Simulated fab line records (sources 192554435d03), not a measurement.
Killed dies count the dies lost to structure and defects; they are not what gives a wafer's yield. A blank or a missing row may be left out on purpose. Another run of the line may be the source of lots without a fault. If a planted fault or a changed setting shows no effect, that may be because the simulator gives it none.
Chamber matching -- flow n5 finfet -- N5_BEOL_M5_CURE_80 on uv cure-01 has 3 sister chambers
The step cures SiCOH lowk, time 120 s. 3 wafers are shown with their chamber, then 8 later ones without.

WAFERS PAIRED WITH THEIR CHAMBERS
wafer,chamber,wafer_temp_C_max
L085.4,2,371.6
L084.3,1,372.5
L087.3,0,371.1

WAFERS WHOSE CHAMBER IS MISSING
wafer,wafer_temp_C_max
L087.4,371.4
L087.5,371.6
L090.1,371.5
L090.2,371.8
L090.3,371.9
L093.3,372.3
L093.4,371.7
L093.5,371.9

EACH ONE'S CHAMBER
wafer,from the rows above,in truth
L087.4,can't be placed: 2 or 0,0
L087.5,2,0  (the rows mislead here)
L090.1,can't be placed: 2 or 0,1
L090.2,2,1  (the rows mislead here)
L090.3,can't be placed: 2 or 1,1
L093.3,1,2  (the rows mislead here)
L093.4,2,2
L093.5,can't be placed: 2 or 1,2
1 of 8 placed correctly. Unplaceable from these rows: 4, with the true chamber sitting among the candidates in 3. 3 placed wrongly.
How it was worked out, from the rows above alone: a wafer's distance from a chamber is the root of the sum, over the readings, of the square of ((its reading less the chamber's mean) divided by the reading's scatter). The wafer belongs to the nearest chamber; if the next one is less than 2 further off, it can't be placed. For every chamber, the mean is computed from those of its wafers that are shown. The scatter: root of mean squared gap, hidden wafer to nearest shown wafer, with one shown wafer a chamber.
